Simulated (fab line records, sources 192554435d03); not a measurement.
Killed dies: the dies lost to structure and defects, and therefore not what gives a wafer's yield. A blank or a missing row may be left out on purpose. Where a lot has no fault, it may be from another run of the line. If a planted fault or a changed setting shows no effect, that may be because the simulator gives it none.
Chamber matching / flow n5 finfet / N5_BEOL_M7_CURE_74 on uv cure-01: 3 sister chambers
The step cures SiCOH lowk, time 240 s. 6 wafers are shown with their chamber, then 9 later ones without.

WAFERS, EACH WITH ITS CHAMBER
wafer=L077.4; chamber=1; lamp power pct (%)=52.29; wafer_temp_C_max=386.6
wafer=L077.6; chamber=1; lamp power pct (%)=52.31; wafer_temp_C_max=387.0
wafer=L084.2; chamber=0; lamp power pct (%)=52.34; wafer_temp_C_max=386.7
wafer=L084.4; chamber=0; lamp power pct (%)=52.39; wafer_temp_C_max=387.4
wafer=L088.5; chamber=2; lamp power pct (%)=52.31; wafer_temp_C_max=386.6
wafer=L088.6; chamber=2; lamp power pct (%)=52.25; wafer_temp_C_max=386.8

WAFERS WITH NO CHAMBER GIVEN
wafer=L090.2; lamp power pct (%)=52.37; wafer_temp_C_max=386.8
wafer=L090.3; lamp power pct (%)=52.31; wafer_temp_C_max=386.9
wafer=L090.5; lamp power pct (%)=52.33; wafer_temp_C_max=386.8
wafer=L094.2; lamp power pct (%)=52.34; wafer_temp_C_max=386.5
wafer=L094.3; lamp power pct (%)=52.33; wafer_temp_C_max=387.2
wafer=L094.5; lamp power pct (%)=52.36; wafer_temp_C_max=386.9
wafer=L096.1; lamp power pct (%)=52.31; wafer_temp_C_max=386.8
wafer=L096.4; lamp power pct (%)=52.30; wafer_temp_C_max=386.9
wafer=L096.6; lamp power pct (%)=52.41; wafer_temp_C_max=387.3

WHICH CHAMBER EACH ONE RAN IN
wafer=L090.2; from the rows above=can't be placed: 0 or 1 or 2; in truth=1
wafer=L090.3; from the rows above=can't be placed: 1 or 2 or 0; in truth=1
wafer=L090.5; from the rows above=can't be placed: 1 or 0 or 2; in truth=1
wafer=L094.2; from the rows above=can't be placed: 1 or 0 or 2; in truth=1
wafer=L094.3; from the rows above=can't be placed: 0 or 1 or 2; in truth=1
wafer=L094.5; from the rows above=can't be placed: 0 or 1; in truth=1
wafer=L096.1; from the rows above=can't be placed: 1 or 2 or 0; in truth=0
wafer=L096.4; from the rows above=can't be placed: 1 or 2 or 0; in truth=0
wafer=L096.6; from the rows above=0; in truth=0
1 of 9 placed correctly. Unplaceable from these rows: 8, with the true chamber sitting among the candidates in 8. Wrongly placed: 0.
How it was worked out, from the rows above alone: a wafer's distance from a chamber is the root of the sum, over the readings, of the square of ((its reading less the chamber's mean) divided by the reading's scatter). If the next closest chamber is less than 2 further off than the closest, the wafer can't be placed; otherwise it belongs to the closest. The mean given for a chamber averages the wafers shown for that chamber. The scatter: the root of (the sum of the squares of (reading less its chamber's mean) over the shown wafers, divided by (wafers less chambers)).
